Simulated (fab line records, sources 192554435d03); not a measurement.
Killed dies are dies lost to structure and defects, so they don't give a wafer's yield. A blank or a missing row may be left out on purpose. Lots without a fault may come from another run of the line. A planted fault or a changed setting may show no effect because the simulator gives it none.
Chamber matching | flow n5_finfet | N5_BEOL_M8_DESCUM_16 on rie_diel-01: 4 sister chambers
The step chemistry O2, time 7.9 s. 8 wafers are shown with their chamber, then 9 later ones without.

WAFERS WITH THEIR CHAMBER
wafer  | chamber | drypump_motor_current_A (A) | throttle_valve_pct (%)
L075.2 | 2       | 5.0                         | 20.81
L078.5 | 2       | 5.1                         | 20.81
L081.2 | 1       | 5.6                         | 20.19
L081.3 | 3       | 6.2                         | 20.45
L084.1 | 3       | 6.2                         | 20.47
L082.1 | 1       | 5.6                         | 20.19
L082.3 | 0       | 5.6                         | 20.63
L082.5 | 0       | 5.6                         | 20.64

WAFERS WITHOUT THEIR CHAMBER
wafer  | drypump_motor_current_A (A) | throttle_valve_pct (%)
L086.3 | 5.0                         | 20.40
L086.4 | 5.6                         | 20.65
L086.5 | 5.6                         | 20.21
L087.1 | 5.6                         | 20.67
L087.4 | 5.0                         | 20.39
L087.5 | 5.6                         | 20.65
L092.4 | 5.7                         | 20.68
L092.5 | 5.7                         | 20.68
L092.6 | 5.6                         | 20.23

WHICH CHAMBER EACH WENT THROUGH
wafer  | from the rows above | in truth
L086.3 | 1                   | 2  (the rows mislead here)
L086.4 | 0                   | 0
L086.5 | 1                   | 1
L087.1 | 0                   | 0
L087.4 | 1                   | 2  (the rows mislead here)
L087.5 | 0                   | 0
L092.4 | 0                   | 0
L092.5 | 0                   | 0
L092.6 | 1                   | 1
Placed correctly: 7 of 9. Can't be placed from these rows: 0. Placed wrongly: 2.
How it was worked out, from the rows above alone: a wafer's distance from a chamber is the root of the sum, over the readings, of the square of ((its reading less the chamber's mean) divided by the reading's scatter). The wafer belongs to the nearest chamber; if the next one is less than 2 further off, it can't be placed. A chamber's mean is the mean of its shown wafers. The scatter: the root of (the sum of the squares of (reading less its chamber's mean) over the shown wafers, divided by (wafers less chambers)).
